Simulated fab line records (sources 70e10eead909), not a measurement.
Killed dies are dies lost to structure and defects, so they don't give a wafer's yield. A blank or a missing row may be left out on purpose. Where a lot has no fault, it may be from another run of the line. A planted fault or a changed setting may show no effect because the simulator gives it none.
fab line records	flow nand_harc
[record] lots = 5	wafers = 15	last_day = 31
route steps=1302 shown P_GATE@170
lots that met no fault: from a run of the same line without faults
start_h: start of the lot's first displayed wafer, in hours after the record's first day	wait_h: hours from the lot's prior step to this one	" identical to the entry in the row above	L1.1+2: several wafers, shown together as one row	- value missing, or start not given	* or withheld: withheld	< > ~ a bound
route shown NAME@n: names a module that has steps shown in the file, with the first one's number in the route	usual: mean and standard deviation over wafers with no fault	same: alike in all rows	chamber/n: place in a boat	sites: readings site by site	_std_site: the values' standard deviation	_edge_site: mean of outer sites minus mean of inner sites	radius_mm: how far each site lies from the wafer's centre	mask NAME#n: copy n	behind: the tool/chamber that last shaped the wafer	hold: why the lot went on hold/how many hours it stayed there/how the hold came to an end	device: the n, p or np transistor that did not switch	end of line: tests of these same wafers at the route's end	a step without rows: its recipe alone	killed: at the first sort, the dies lost to defects and structure; wafer yield is something else	map: shows each die of a wafer: x if killed, . if not, _ if none is there
set.NAME: setting as actually run; set.NAME@STEP: the setting as run at that earlier step	model.NAME: the simulator's own value behind a step, which no gauge read
lots at selected steps of the route; one table per step, one row per wafer
services: when a tool's chamber went out of use (start_h, in hours from the record's first day, below 0 if earlier), for how many hours, and the reason
[[steps]]
[step NHARC_P_GATE_CD_MEAS_46]
[recipe] target_cd_nm = 720	landing_energy_ev = 500
[usual] cd_nm = 720.5/1.8
lot.wafer	tool	chamber	start_h	wait_h	cd_nm
L176.2	cd_sem-02	0	146.74	-	720.4
L176.5	"	0	"	"	719.6
L176.6	"	0	"	"	715.6
L184.1	cd_sem-01	0	228.00	-	721.1
L184.3	"	0	"	"	720.9
L184.4	"	0	"	"	720.8
L183.1	cd_sem-03	0	228.17	-	720.9
L183.2	"	0	"	"	720.3
L183.6	"	0	"	"	719.9
L190.3	cd_sem-01	0	291.79	-	719.4
L190.4	"	0	"	"	718.0
L190.6	"	0	"	"	720.7
L191.2	cd_sem-02	0	292.26	-	718.9
L191.3	"	0	"	"	719.6
L191.4	"	0	"	"	718.3
[step NHARC_P_GATE_HARDBAKE_47]
[recipe] temp_c = 125	time_s = 80
[step NHARC_P_GATE_DESCUM_48]
[recipe] time_s = 3	o2_flow_sccm = 200	ar_flow_sccm = 0	bias_power_w = 0	chemistry = O2
[usual] drypump_motor_current_A = 5.5/0.53	oes_product_au = 1.003/0.011	rf_vpp_V = 58.1/0.95	showerhead_plenum_p_Torr = 1.95/0.083	throttle_valve_pct = 11.311/0.0085
lot.wafer	tool	chamber	start_h	wait_h	drypump_motor_current_A	oes_product_au	rf_hours_counter_h	rf_vpp_V	showerhead_plenum_p_Torr	throttle_valve_pct
L176.2	rie_diel-07	2	146.94	-	5.9	1.003	0	57.2	2.05	11.315
L176.5	"	3	"	"	6.5	1.004	-	56.9	1.88	11.325
L176.6	"	0	"	"	6.7	0.985	-	58.8	1.90	11.324
L184.4	rie_diel-12	2	228.18	-	5.7	0.975	7	58.3	2.05	11.310
L184.1	"	3	"	"	4.6	1.020	6	58.0	1.85	11.311
L184.3	"	0	"	"	5.0	1.015	8	60.8	2.06	11.319
L183.2	rie_diel-12	3	228.33	-	4.7	1.019	6	58.5	1.85	11.330
L183.1	"	2	"	"	5.7	0.988	7	58.5	2.05	11.305
L183.6	"	3	"	"	4.7	1.017	-	58.7	1.85	11.320
L190.4	rie_diel-12	2	291.95	-	5.8	0.997	1	56.8	2.05	11.322
L190.3	"	0	"	"	5.0	1.009	1	57.9	2.05	11.317
L190.6	"	1	"	"	5.6	0.995	-	58.2	1.98	11.331
L191.4	rie_diel-12	3	292.42	-	4.6	1.017	1	55.7	1.85	11.313
L191.2	"	0	"	"	5.0	1.008	1	59.1	2.05	11.305
L191.3	"	1	"	"	5.6	0.999	1	59.4	1.98	11.302
[step NHARC_P_GATE_IMPLANT_49]
[recipe] energy_kev = 30	dose_cm2 = 3e+15	tilt_deg = 7
[step NHARC_P_GATE_STRIP_111]
[recipe] power_w = 1500	temp_c = 110	time_s = 250	chemistry = N2/H2
[usual] drypump_motor_current_A = 5.4/0.33	heater_power_w = 92/9.6	rf_refl_power_W = 35/8.6
lot.wafer	tool	chamber	start_h	wait_h	drypump_motor_current_A	heater_power_w	rf_hours_counter_h	rf_refl_power_W
L176.2	plasma_asher-01	1	147.32	0.2	4.9	93	22	42
L176.6	"	0	"	"	5.8	107	-	27
L176.5	"	1	"	"	4.9	94	-	42
L184.1	plasma_asher-01	0	228.53	0.2	5.8	101	1	26
L184.3	"	0	"	"	5.8	101	-	27
L184.4	"	1	"	"	4.9	93	-	42
L183.1	plasma_asher-02	0	228.70	0.2	5.5	82	32	27
L183.2	"	1	"	"	5.4	83	32	45
L183.6	"	1	"	"	5.4	81	-	46
L190.4	plasma_asher-02	0	292.41	0.2	5.6	86	-	27
L190.3	"	1	"	"	5.4	82	-	45
L190.6	"	1	"	"	5.4	83	-	45
L191.2	plasma_asher-01	1	292.79	0.2	4.9	92	16	42
L191.4	"	1	"	"	4.9	91	-	42
L191.3	"	0	"	"	5.8	104	-	27
[step NHARC_P_GATE_STRIP_75]
[recipe] power_w = 1500	temp_c = 250	chemistry = O2
[usual] drypump_motor_current_A = 5.4/0.33	heater_power_w = 343/35	rf_refl_power_W = 35/8.7
lot.wafer	tool	chamber	start_h	wait_h	drypump_motor_current_A	heater_power_w	rf_hours_counter_h	rf_refl_power_W
L176.2	plasma_asher-01	1	147.58	0.2	4.9	340	22	41
L176.6	"	0	"	"	5.8	399	-	26
L176.5	"	1	"	"	5.0	338	-	41
L184.1	plasma_asher-01	0	228.83	0.2	5.8	389	2	26
L184.3	"	0	"	"	5.8	388	-	26
L184.4	"	1	"	"	4.9	350	-	42
L183.1	plasma_asher-02	0	228.99	0.2	5.6	299	32	25
L183.2	"	1	"	"	5.4	313	32	45
L183.6	"	1	"	"	5.4	306	-	46
L190.4	plasma_asher-02	0	292.64	0.2	5.6	324	-	25
L190.3	"	1	"	"	5.4	311	-	44
L190.6	"	1	"	"	5.4	307	-	45
L191.2	plasma_asher-01	1	293.09	0.2	4.9	347	17	41
L191.4	"	1	"	"	4.9	341	-	41
L191.3	"	0	"	"	5.8	393	-	26
[step NHARC_P_GATE_STRIP_50]
[recipe] time_s = 900	temp_c = 130	chemistry = SPM
[step NHARC_P_GATE_DEHYDRATE_51]
[recipe] temp_c = 150	time_s = 120
[step NHARC_P_GATE_HMDS_52]
[recipe] time_s = 30
[step NHARC_P_GATE_COAT_53]
[recipe] spin_rpm = 3000
[step NHARC_P_GATE_SOFTBAKE_54]
[recipe] temp_c = 122	time_s = 95
[step NHARC_P_GATE_EBR_55]
[step NHARC_P_GATE_EXPOSE_56]
[recipe] na = 0.6	target_cd_nm = 720	dose_mj = 14.81	mask_id = P_PSD
lot.wafer	tool	chamber	start_h	wait_h	mask
L176.2+5+6	krf_scanner-03	0	148.22	-	P_PSD#0
L184.1+3+4	krf_scanner-04	0	229.47	-	P_PSD_R1#0
L183.1+2+6	krf_scanner-03	0	229.76	-	P_PSD#0
L190.3+4+6	krf_scanner-04	0	293.40	-	P_PSD#0
L191.2+3+4	krf_scanner-02	0	293.86	-	P_PSD#0
[step NHARC_P_GATE_PEB_57]
[recipe] peb_temp_c = 118	peb_time_s = 85
[step NHARC_P_GATE_DEVELOP_58]
[recipe] time_s = 70
[step NHARC_P_GATE_CD_MEAS_59]
[recipe] target_cd_nm = 720	landing_energy_ev = 500
[usual] cd_nm = 719.7/1.5
lot.wafer	tool	chamber	start_h	wait_h	cd_nm
L176.2	cd_sem-03	0	148.37	-	721.7
L176.5	"	0	"	"	719.6
L176.6	"	0	"	"	719.9
L184.1	cd_sem-02	0	229.63	-	736.6
L184.3	"	0	"	"	738.4
L184.4	"	0	"	"	740.8
L183.1	cd_sem-03	0	229.92	-	720.6
L183.2	"	0	"	"	716.8
L183.6	"	0	"	"	717.4
L190.3	cd_sem-02	0	293.55	-	720.4
L190.4	"	0	"	"	720.6
L190.6	"	0	"	"	722.2
L191.2	cd_sem-02	0	294.01	-	720.5
L191.3	"	0	"	"	717.1
L191.4	"	0	"	"	719.7
[step NHARC_P_GATE_HARDBAKE_60]
[recipe] temp_c = 125	time_s = 80
[[services]]
tool	chamber	start_h	hours	kind
rie_diel-12	0	125.00	-	clean
rie_diel-12	1	125.00	-	clean
rie_diel-12	2	125.00	-	clean
rie_diel-12	3	125.00	-	clean
krf_scanner-04	-	127.74	4.3	repair
plasma_asher-02	-	131.39	9.9	repair
rie_diel-12	0	144.59	5.2	repair
rie_diel-12	2	171.94	7.2	repair
krf_scanner-04	-	182.01	4.0	pm
plasma_asher-01	-	206.33	0.8	repair
krf_scanner-04	-	209.49	0.4	repair
plasma_asher-02	-	210.39	1.8	repair
plasma_asher-01	-	212.34	9.0	pm
plasma_asher-01	0	212.34	10.3	vent_cycle
plasma_asher-01	1	212.34	10.3	vent_cycle
krf_scanner-04	-	221.43	3.9	repair
krf_scanner-03	-	222.07	0.1	repair
krf_scanner-03	-	224.00	4.0	pm
plasma_asher-02	-	249.00	9.0	pm
plasma_asher-02	-	263.52	6.8	repair
krf_scanner-02	-	266.00	4.0	pm
rie_diel-12	-	268.50	9.0	pm
krf_scanner-04	-	280.89	6.2	repair
plasma_asher-02	-	291.33	0.5	repair
[[key]]
[first_sign] step = NHARC_P_GATE_EXPOSE_56	reading = mask	direction = changed
[effect] step = NHARC_P_GATE_CD_MEAS_59	reading = cd_nm	direction = up	sigmas = 12	usual = 719.7	struck = 738.6
met_at NHARC_P_GATE_EXPOSE_56
struck_wafers L184.1,L184.3,L184.4
tester_left_out L184
[fault] kind = wrong_mask	tool = any	chamber = -	onset_h = 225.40	steps = NHARC_P_GATE_EXPOSE_56	aux_copy = P_PSD_R1#0	cd_offset_nm = 18.798	scope = struck_lots_only
// tester_left_out: of these lots the tester's yield and bins aren't shown, on N5 and GAA mostly nor the transistor test; their killed dies are dies lost to structure and defects alone, not to doping, threshold or leakage, so they don't give the yield
